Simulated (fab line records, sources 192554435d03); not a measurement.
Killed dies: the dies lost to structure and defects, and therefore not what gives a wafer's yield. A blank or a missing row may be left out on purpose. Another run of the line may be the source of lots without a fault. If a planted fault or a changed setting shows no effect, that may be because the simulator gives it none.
What tool caused it? | flow n5-finfet | 9 lots with 27 wafers sampled at 6 steps, on a route of 1938 steps

WHAT EACH GAUGE READ, for each wafer
N5_BEOL_M3_INSPECT_59: inspects for defects (darkfield). Usual: raw-defect-count at 77, with a standard deviation of 28.
lot  | measured     | on                | raw-defect-count | flag
L123 | day 7 19:44  | defect-inspect-01 | 87 97 98         |
L124 | day 8 02:39  | defect-inspect-01 | 98 91 77         |
L126 | day 9 03:10  | defect-inspect-02 | 67 67 48         |
L132 | day 10 11:13 | defect-inspect-02 | 60 57 56         |
L135 | day 10 17:47 | defect-inspect-01 | 131 64 73        |
L138 | day 11 07:59 | defect-inspect-02 | 57 69 68         |
L140 | day 12 03:34 | defect-inspect-01 | 53 44 48         |
L143 | day 12 22:26 | defect-inspect-01 | 80 54 36         |
L145 | day 13 16:15 | defect-inspect-01 | 83 59 57         |

N5_BEOL_M4_THK_MEAS_01. Usual: M4_ILD_THK gives 79.0 nm (standard deviation 0.89).
lot  | measured     | on            | M4_ILD_THK (nm) | flag
L123 | day 7 19:50  | film-metro-02 | 78.9 80.0 79.5  |
L124 | day 8 02:45  | film-metro-01 | 79.7 79.7 80.6  |
L126 | day 9 03:16  | film-metro-02 | 79.1 78.9 80.5  |
L132 | day 10 11:19 | film-metro-02 | 56.2 56.4 56.6  | OFF
L135 | day 10 17:54 | film-metro-02 | 56.0 55.7 57.2  | OFF
L138 | day 11 08:05 | film-metro-01 | 77.9 77.4 78.7  |
L140 | day 12 03:41 | film-metro-01 | 78.5 80.2 79.2  |
L143 | day 12 22:32 | film-metro-02 | 78.7 80.4 79.4  |
L145 | day 13 16:21 | film-metro-02 | 80.5 79.6 80.6  |

N5_BEOL_M4_RC_MEAS_101. Usual: DIBL_N 36.5 mV/V, standard deviation 1.4; DIBL_P 36.5 mV/V, standard deviation 1.6; IOFF_N 0.163 nA/um, standard deviation 0.022; IOFF_P 0.219 nA/um, standard deviation 0.029; ION_N 675 uA/um, standard deviation 8.3; ION_P 464 uA/um, standard deviation 6.2; SS_N 71.5 mV/dec, standard deviation 0.52; SS_P 73.4 mV/dec, standard deviation 0.57; VT_N 249.7 mV, standard deviation 2.6; VT_P -250 mV, standard deviation 3.
lot  | measured     | on        | DIBL_N (mV/V)  | DIBL_P (mV/V)  | IOFF_N (nA/um)    | IOFF_P (nA/um)    | ION_N (uA/um) | ION_P (uA/um) | SS_N (mV/dec)  | SS_P (mV/dec)  | VT_N (mV)         | VT_P (mV)      | flag
L123 | day 8 03:10  | prober-01 | 38.3 36.7 36.8 | 37.0 34.9 34.5 | 0.170 0.139 0.136 | 0.252 0.215 0.199 | 673 661 669   | 472 462 468   | 71.9 71.2 70.9 | 73.3 73.9 73.2 | 252.2 254.3 253.8 | -249 -248 -249 |
L124 | day 8 15:29  | prober-01 | 37.4 34.2 36.5 | 38.1 34.8 38.0 | 0.189 0.134 0.174 | 0.216 0.174 0.213 | 673 666 676   | 455 453 461   | 72.7 71.4 72.3 | 73.7 73.3 73.4 | 247.7 251.4 250.6 | -251 -255 -251 |
L126 | day 9 19:38  | prober-02 | 38.0 37.2 37.7 | 38.5 37.4 38.7 | 0.187 0.190 0.194 | 0.234 0.208 0.236 | 682 691 687   | 462 466 461   | 72.1 72.5 72.0 | 74.0 72.4 73.9 | 247.6 245.4 246.8 | -249 -251 -251 |
L132 | day 10 21:46 | prober-02 | 37.1 37.1 36.8 | 37.8 37.8 37.4 | 0.162 0.166 0.162 | 0.220 0.226 0.211 | 679 674 685   | 462 471 466   | 72.3 71.2 71.0 | 73.8 73.8 73.7 | 251.9 248.4 249.9 | -250 -250 -251 |
L135 | day 11 06:36 | prober-01 | 34.8 35.3 36.8 | 35.5 36.7 38.5 | 0.147 0.165 0.186 | 0.234 0.258 0.295 | 664 683 668   | 466 474 473   | 71.8 72.0 73.2 | 73.1 73.3 73.8 | 249.3 247.6 245.2 | -247 -245 -242 |
L138 | day 11 22:12 | prober-02 | 35.7 33.7 35.3 | 36.0 32.7 35.5 | 0.149 0.110 0.152 | 0.210 0.162 0.212 | 663 665 682   | 454 457 468   | 70.7 70.4 71.2 | 72.8 72.7 73.4 | 249.4 255.0 249.5 | -250 -256 -247 |
L140 | day 12 19:00 | prober-01 | 37.9 38.4 39.1 | 38.8 39.5 39.8 | 0.177 0.187 0.197 | 0.227 0.243 0.247 | 684 682 685   | 464 465 468   | 71.6 71.8 71.8 | 73.8 74.3 74.1 | 247.7 247.3 247.4 | -250 -249 -246 |
L143 | day 13 10:22 | prober-01 | 35.9 34.6 36.0 | 37.2 35.2 37.6 | 0.158 0.136 0.166 | 0.203 0.166 0.203 | 675 668 682   | 467 458 463   | 71.4 70.9 71.8 | 73.2 73.3 73.5 | 251.6 251.9 249.8 | -253 -258 -252 |
L145 | day 14 04:43 | prober-02 | 36.6 37.2 34.9 | 35.7 36.7 33.8 | 0.149 0.164 0.132 | 0.218 0.243 0.196 | 661 665 667   | 460 458 467   | 71.8 72.8 71.7 | 73.4 73.9 72.7 | 251.6 250.0 254.0 | -250 -248 -251 |

WHICH TOOL RAN EACH LOT (tool, then ch and the chambers of the sampled wafers, then the start)
lot  | N5_BEOL_M3_ANNEAL_95         | N5_BEOL_M3_CMP_52             | N5_BEOL_M4_ILD_DEP_00
L123 | pvd-sputter-03, day 7 16:04  | cmp-01 ch 0,1,3, day 7 19:10  | pecvd-01 ch 0,1,2, day 7 19:46
L124 | pvd-sputter-01, day 8 01:26  | cmp-01 ch 0,1, day 8 02:04    | pecvd-01 ch 0,1, day 8 02:41
L126 | pvd-sputter-03, day 9 01:57  | cmp-03 ch 0,1,2, day 9 02:42  | pecvd-01 ch 0,1,2, day 9 03:13
L132 | pvd-sputter-02, day 10 09:59 | cmp-02 ch 0,3, day 10 10:38   | pecvd-01 ch 0,1,2, day 10 11:15
L135 | pvd-sputter-03, day 10 16:35 | cmp-02 ch 0,1,2, day 10 17:13 | pecvd-01 ch 0,1, day 10 17:50
L138 | pvd-sputter-03, day 11 06:46 | cmp-01 ch 2,3, day 11 07:26   | pecvd-04 ch 0,2, day 11 08:01
L140 | pvd-sputter-03, day 12 02:22 | cmp-01 ch 1,2,3, day 12 03:04 | pecvd-03 ch 0,1,2, day 12 03:37
L143 | pvd-sputter-03, day 12 21:01 | cmp-02 ch 1,2, day 12 21:52   | pecvd-04 ch 0,1,2, day 12 22:29
L145 | pvd-sputter-01, day 13 14:59 | cmp-01 ch 0,1,3, day 13 15:37 | pecvd-04 ch 0,1, day 13 16:17
- N5_BEOL_M3_ANNEAL_95: time 240 s.
- N5_BEOL_M3_CMP_52: polishes, stops on SiOC, t overpolish 6.8 s, target thk 40 nm.
- N5_BEOL_M4_ILD_DEP_00: deposits SiOC from DEMS/O2, target thk 79 nm, time 15.3 s.

WHAT THE TOOLS THEMSELVES READ (means of the sampled wafers that have a number; where no wafer has one, the mark that the record gives instead)
N5_BEOL_M3_ANNEAL_95. Usual: heater-power-w at 834 W, with a standard deviation of 100.
lot  | tool           | heater-power-w (W) | flag
L123 | pvd-sputter-03 | 887                |
L124 | pvd-sputter-01 | 838                |
L126 | pvd-sputter-03 | 823                |
L132 | pvd-sputter-02 | 782                |
L135 | pvd-sputter-03 | 880                |
L138 | pvd-sputter-03 | 882                |
L140 | pvd-sputter-03 | 839                |
L143 | pvd-sputter-03 | 830                |
L145 | pvd-sputter-01 | 893                |

N5_BEOL_M3_CMP_52. Usual: barrier-field-endpoint-s 24.6 s, standard deviation 0.53; motor-current-A 5.8 A, standard deviation 0.66; overpolish-run-s 6.800 s, standard deviation 0.0099; time-to-endpoint-s 62.3 s, standard deviation 2.5.
lot  | tool   | barrier-field-endpoint-s (s) | motor-current-A (A) | overpolish-run-s (s) | time-to-endpoint-s (s) | flag
L123 | cmp-01 | 24.4                         | 5.5                 | 6.792                | 61.3                   |
L124 | cmp-01 | 24.5                         | 5.5                 | 6.805                | 65.1                   |
L126 | cmp-03 | 25.8                         | 6.2                 | 6.805                | 64.5                   |
L132 | cmp-02 | 24.5                         | 5.9                 | 6.803                | 64.3                   |
L135 | cmp-02 | 24.8                         | 5.5                 | 6.800                | 63.1                   |
L138 | cmp-01 | 25.2                         | 5.4                 | 6.800                | 63.8                   |
L140 | cmp-01 | 25.3                         | 5.4                 | 6.803                | 62.0                   |
L143 | cmp-02 | 24.9                         | 5.5                 | 6.816                | 62.0                   |
L145 | cmp-01 | 25.1                         | 5.5                 | 6.800                | 63.5                   |

N5_BEOL_M4_ILD_DEP_00. Usual: heater-power-w 484 W, standard deviation 61; rf-fwd-power-W 493.6 W, standard deviation 2.4; showerhead-plenum-p-Torr 5.696 Torr, standard deviation 0.014; showerhead-vpp-V 1416 V, standard deviation 48; throttle-valve-pct 11.8 %, standard deviation 0.71.
lot  | tool     | heater-power-w (W) | rf-fwd-power-W (W) | showerhead-plenum-p-Torr (Torr) | showerhead-vpp-V (V) | throttle-valve-pct (%) | flag
L123 | pecvd-01 | 498                | 493.0              | 5.692                           | 1402                 | 12.0                   |
L124 | pecvd-01 | 482                | 497.8              | 5.675                           | 1385                 | 12.1                   |
L126 | pecvd-01 | 468                | 494.3              | 5.683                           | 1412                 | 11.9                   |
L132 | pecvd-01 | 459                | -                  | 5.694                           | 1416                 | 12.1                   | OFF
L135 | pecvd-01 | 455                | -                  | 5.687                           | 1394                 | 12.1                   | OFF
L138 | pecvd-04 | 569                | 493.8              | 5.700                           | 1363                 | 12.5                   |
L140 | pecvd-03 | 454                | 490.9              | 5.704                           | 1451                 | 11.4                   |
L143 | pecvd-04 | 474                | 492.3              | 5.697                           | 1420                 | 11.9                   |
L145 | pecvd-04 | 515                | 494.2              | 5.697                           | 1381                 | 12.6                   |

THE ANSWER, worked out from the rows above alone
Rule: a lot counts as off when the mean over its wafers that have a number is more than 3 standard deviations away from the usual mean. Also off: a lot with no number at a reading for which 4 or more lots have one. Where the step has rows for the other lots, those lots are counted as sound. Order of review: gauges by route order, followed by the tools' own readings, for which a lot's mean as printed above is used. The first step at which some lot is off is used, and at that step the reading that is off furthest; a lot without a number counts as furthest.
Off: L132, L135, seen at N5_BEOL_M4_THK_MEAS_01 (M4_ILD_THK).
If a tool, at a process step before that reading, ran all the lots that are off and no sound lot after the first of them, it fits. Not tried: the gauges at N5_BEOL_M4_THK_MEAS_01; whatever is off there is also off at N5_BEOL_M4_ILD_DEP_00, on other tools, and gauge error can't account for it. One fits: pecvd-01 at N5_BEOL_M4_ILD_DEP_00. A fault onset in the window from L126 (day 9 03:13, its last sound lot) to L132 (day 10 11:15, its first lot off) fits.
Blank at N5_BEOL_M4_ILD_DEP_00 on the lots that are off, where sound lots have numbers: rf-fwd-power-W.

WHAT THE SIMULATOR HAD PUT IN
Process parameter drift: pecvd-01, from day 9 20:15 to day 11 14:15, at N5_BEOL_M4_ILD_DEP_00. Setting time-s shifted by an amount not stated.
Lots struck among those shown: L132, L135. Same finding as the rule above.
